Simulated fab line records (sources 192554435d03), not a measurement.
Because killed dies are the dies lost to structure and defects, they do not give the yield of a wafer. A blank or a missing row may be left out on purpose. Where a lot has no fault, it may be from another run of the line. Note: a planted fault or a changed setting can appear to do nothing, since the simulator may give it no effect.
Chamber matching / flow n5 finfet / N5_FIN_CUT_DESCUM_13 on rie diel-03 has 4 sister chambers
The step chemistry O2, time 7 s. 20 wafers are shown with their chamber, then 10 later ones without.

WAFERS PAIRED WITH THEIR CHAMBERS
wafer=L075.2; chamber=1; drypump motor current A (A)=5.8; showerhead plenum p Torr (Torr)=2.15; throttle valve pct (%)=20.60
wafer=L075.3; chamber=0; drypump motor current A (A)=5.4; showerhead plenum p Torr (Torr)=2.12; throttle valve pct (%)=20.92
wafer=L075.5; chamber=3; drypump motor current A (A)=6.2; showerhead plenum p Torr (Torr)=2.21; throttle valve pct (%)=20.36
wafer=L079.2; chamber=3; drypump motor current A (A)=6.3; showerhead plenum p Torr (Torr)=2.21; throttle valve pct (%)=20.38
wafer=L079.3; chamber=1; drypump motor current A (A)=5.8; showerhead plenum p Torr (Torr)=2.15; throttle valve pct (%)=20.62
wafer=L079.4; chamber=2; drypump motor current A (A)=5.7; showerhead plenum p Torr (Torr)=2.13; throttle valve pct (%)=20.32
wafer=L081.2; chamber=2; drypump motor current A (A)=5.7; showerhead plenum p Torr (Torr)=2.13; throttle valve pct (%)=20.33
wafer=L081.5; chamber=1; drypump motor current A (A)=5.8; showerhead plenum p Torr (Torr)=2.15; throttle valve pct (%)=20.63
wafer=L081.6; chamber=2; drypump motor current A (A)=5.7; showerhead plenum p Torr (Torr)=2.13; throttle valve pct (%)=20.34
wafer=L083.4; chamber=1; drypump motor current A (A)=5.8; showerhead plenum p Torr (Torr)=2.15; throttle valve pct (%)=20.63
wafer=L083.5; chamber=2; drypump motor current A (A)=5.7; showerhead plenum p Torr (Torr)=2.13; throttle valve pct (%)=20.33
wafer=L083.6; chamber=1; drypump motor current A (A)=5.8; showerhead plenum p Torr (Torr)=2.15; throttle valve pct (%)=20.65
wafer=L084.2; chamber=1; drypump motor current A (A)=5.8; showerhead plenum p Torr (Torr)=2.15; throttle valve pct (%)=20.65
wafer=L084.4; chamber=0; drypump motor current A (A)=5.4; showerhead plenum p Torr (Torr)=2.11; throttle valve pct (%)=20.97
wafer=L084.6; chamber=3; drypump motor current A (A)=6.3; showerhead plenum p Torr (Torr)=2.21; throttle valve pct (%)=20.40
wafer=L085.1; chamber=0; drypump motor current A (A)=5.4; showerhead plenum p Torr (Torr)=2.11; throttle valve pct (%)=20.95
wafer=L085.4; chamber=2; drypump motor current A (A)=5.7; showerhead plenum p Torr (Torr)=2.13; throttle valve pct (%)=20.34
wafer=L085.5; chamber=3; drypump motor current A (A)=6.3; showerhead plenum p Torr (Torr)=2.20; throttle valve pct (%)=20.40
wafer=L093.1; chamber=3; drypump motor current A (A)=6.2; showerhead plenum p Torr (Torr)=2.20; throttle valve pct (%)=20.42
wafer=L093.4; chamber=2; drypump motor current A (A)=5.7; showerhead plenum p Torr (Torr)=2.13; throttle valve pct (%)=20.36

SIGNATURES (averages over the wafers above)
reading=drypump motor current A; chamber 0=5.400; chamber 1=5.800; chamber 2=5.700; chamber 3=6.260; scatter within a chamber=0.0274
reading=showerhead plenum p Torr; chamber 0=2.1133; chamber 1=2.1500; chamber 2=2.1300; chamber 3=2.2060; scatter within a chamber=0.00342
reading=throttle valve pct; chamber 0=20.9467; chamber 1=20.6300; chamber 2=20.3367; chamber 3=20.3920; scatter within a chamber=0.0195
Rule: for a wafer and a chamber, the distance is found by dividing, reading by reading, the gap between the wafer's reading and the chamber's mean by the reading's scatter, squaring, summing and taking the root. If the next closest chamber is less than 2 further off than the closest, the wafer can't be placed; otherwise it belongs to the closest. The scatter is the square root of a quotient: the sum, over the shown wafers, of each reading's squared deviation from its chamber's mean, divided by wafers minus chambers.

WAFERS WHOSE CHAMBER IS MISSING
wafer=L093.6; drypump motor current A (A)=6.3; showerhead plenum p Torr (Torr)=2.20; throttle valve pct (%)=20.43
wafer=L094.2; drypump motor current A (A)=5.7; showerhead plenum p Torr (Torr)=2.12; throttle valve pct (%)=20.35
wafer=L094.3; drypump motor current A (A)=6.3; showerhead plenum p Torr (Torr)=2.20; throttle valve pct (%)=20.42
wafer=L094.6; drypump motor current A (A)=6.3; showerhead plenum p Torr (Torr)=2.20; throttle valve pct (%)=20.42
wafer=L095.2; drypump motor current A (A)=5.4; showerhead plenum p Torr (Torr)=2.11; throttle valve pct (%)=20.99
wafer=L095.4; drypump motor current A (A)=6.3; showerhead plenum p Torr (Torr)=2.20; throttle valve pct (%)=20.44
wafer=L095.5; drypump motor current A (A)=5.7; showerhead plenum p Torr (Torr)=2.12; throttle valve pct (%)=20.38
wafer=L097.2; drypump motor current A (A)=6.3; showerhead plenum p Torr (Torr)=2.20; throttle valve pct (%)=20.43
wafer=L097.3; drypump motor current A (A)=5.7; showerhead plenum p Torr (Torr)=2.12; throttle valve pct (%)=20.36
wafer=L097.5; drypump motor current A (A)=5.4; showerhead plenum p Torr (Torr)=2.10; throttle valve pct (%)=21.00

THE CHAMBER EACH PASSED THROUGH
wafer=L093.6; from the rows above=3; in truth=3
wafer=L094.2; from the rows above=2; in truth=2
wafer=L094.3; from the rows above=3; in truth=3
wafer=L094.6; from the rows above=3; in truth=3
wafer=L095.2; from the rows above=0; in truth=0
wafer=L095.4; from the rows above=3; in truth=3
wafer=L095.5; from the rows above=2; in truth=2
wafer=L097.2; from the rows above=3; in truth=3
wafer=L097.3; from the rows above=2; in truth=2
wafer=L097.5; from the rows above=0; in truth=0
Correct placement for 10 of the 10. Not placeable from these rows: 0. Wrongly placed: 0.
